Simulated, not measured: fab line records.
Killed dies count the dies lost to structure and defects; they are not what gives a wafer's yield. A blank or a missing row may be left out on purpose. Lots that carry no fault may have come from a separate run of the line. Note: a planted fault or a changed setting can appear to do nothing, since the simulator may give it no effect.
Problem report in the 8D (eight disciplines) form, filled by code    flow n5_finfet    the parts of the form that need people (team, actions taken, sign-off) are left out

== 1. PROBLEM STATEMENT ==
IOFF_P_LIN at N5_BEOL_M4_RC_MEAS_101 reads a mean of 0.588 nA/um on 3 wafers of 3 lots; wafers without a fault read 0.100 nA/um with a standard deviation of 0.011. That puts it +44 standard deviations away from the usual mean.
Seen first at day 9 17:59 on prober-01, wafer L925.2. At this step, 13 wafers from 5 lots have a number in the record. By rule, "out" or "out of limits" means more than 4 standard deviations away from the usual mean. The other wafers with a number count as sound.

== 2. WHAT THIS IS AND IS NOT ==
question                     is                                                                                                                                                    is not
which readings at this step  IOFF_P_LIN, IOFF_N_85C, IOFF_N_LIN, IOFF_N_LONG, IOFF_P, IOFF_P_85C, IOFF_P_LONG, ION_N, ION_P, VT_N, VT_N_LONG, VT_N_LVT, VT_P, VT_P_LONG, VT_P_LVT  DIBL_N, DIBL_P, SS_N, SS_P
which lots                   L925, L927, L928                                                                                                                                      L934, L940
which wafers of those lots   L925.2, L927.2, L928.3                                                                                                                                L925.4, L927.4, L927.6, L928.6
read on which gauges         prober-01, prober-02                                                                                                                                  -
when                         from day 9 17:59                                                                                                                                      up to then (1 sound wafer); but 9 sound wafers of L927, L928, L934, L940 came after

== 3. THE SUSPECTS, EACH WITH WHAT RULES IT OUT ==
Counting: if a tool at a process step up to the reading ran every lot that is out, it stays a suspect. Sound lots after the first of them don't rule it out here, since some wafers of a struck lot are sound.
- the gauge at N5_BEOL_M4_RC_MEAS_101 has been ruled out. 2 gauges (prober-01, prober-02) read the wafers that are out.
- ald_metal-04 at N5_HKMG_FIN_PWFM_ALD_03 (deposits TiN, target thk 2 nm, pulse time 1 s, purge time 3 s): kept. It ran every lot that is out, first L925 (day 6 05:17).
Left after counting: ald_metal-04 at N5_HKMG_FIN_PWFM_ALD_03.

== 4. THE CAUSE (what the simulator had put in) ==
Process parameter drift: ald_metal-04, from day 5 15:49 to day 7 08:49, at N5_HKMG_FIN_PWFM_ALD_03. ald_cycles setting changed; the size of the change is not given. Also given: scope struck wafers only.
Counting left only this tool.

== 5. SEQUENCE OF EFFECTS, ordered by route ==
Rows list readings where the struck wafers' mean (over those with a number) sits beyond 3 standard deviations from the usual. Only readings whose record carries a usual standard deviation are examined. hours: median over the lots of the time between each lot's start at the first step of this table that gives one and its start at this step. sigmas: the change, counted in usual standard deviations.
hours  step                     reading             usual           on struck wafers  change     sigmas
0      N5_BEOL_M4_RC_MEAS_101   IOFF_N              0.159 nA/um     0.047             -0.112     -4.2
0      N5_BEOL_M4_RC_MEAS_101   IOFF_N_85C          3.1 nA/um       1.1               -2.0       -4.5
0      N5_BEOL_M4_RC_MEAS_101   IOFF_N_LIN          0.073 nA/um     0.023             -0.050     -5.2
0      N5_BEOL_M4_RC_MEAS_101   IOFF_N_LONG         5.66e-05 nA/um  3.00e-05          -2.66e-05  -10
0      N5_BEOL_M4_RC_MEAS_101   IOFF_P              0.21 nA/um      1.22              +1.01      +34
0      N5_BEOL_M4_RC_MEAS_101   IOFF_P_85C          3.6 nA/um       16.1              +12.5      +29
0      N5_BEOL_M4_RC_MEAS_101   IOFF_P_LIN          0.100 nA/um     0.588             +0.488     +44
0      N5_BEOL_M4_RC_MEAS_101   IOFF_P_LONG         0.00011 nA/um   0.00032           +0.00021   +21
0      N5_BEOL_M4_RC_MEAS_101   ION_N               673 uA/um       604               -69        -6.9
0      N5_BEOL_M4_RC_MEAS_101   ION_P               462 uA/um       537               +75        +10
0      N5_BEOL_M4_RC_MEAS_101   VT_N                249.7 mV        281.6             +31.9      +11
0      N5_BEOL_M4_RC_MEAS_101   VT_N_LONG           274.5 mV        306.8             +32.3      +15
0      N5_BEOL_M4_RC_MEAS_101   VT_N_LVT            98.3 mV         131.6             +33.3      +12
0      N5_BEOL_M4_RC_MEAS_101   VT_P                -250 mV         -199              +51        +16
0      N5_BEOL_M4_RC_MEAS_101   VT_P_LONG           -275 mV         -233              +42        +13
0      N5_BEOL_M4_RC_MEAS_101   VT_P_LVT            -98.4 mV        -49.7             +48.7      +18
114    N5_PASSIVATION_PROBE_49  sort_bin_4_leakage  0.00 %          91.86             +91.86     +99 or more
114    N5_PASSIVATION_PROBE_49  sort_n_pass         1074            0                 -1074      -72
114    N5_PASSIVATION_PROBE_49  sort_yield_pct      91.0 %          0.0               -91.0      -70
It contains these process steps:
- N5_PASSIVATION_PROBE_49

== 6. WHAT WOULD HAVE CAUGHT IT SOONER ==
The first out-of-limits reading at a measuring or inspecting step in this record came at day 9 17:59, 98 hours after the fault's start at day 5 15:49.
Of the tool readings at N5_HKMG_FIN_PWFM_ALD_03 for which the record gives a usual standard deviation, none was out on any struck wafer, so an alarm limit of 4 standard deviations on them would not have fired.
By day 9 17:59, every lot that is out (3) had started N5_HKMG_FIN_PWFM_ALD_03 on ald_metal-04. None of them would have been spared by holding the tool at that moment.
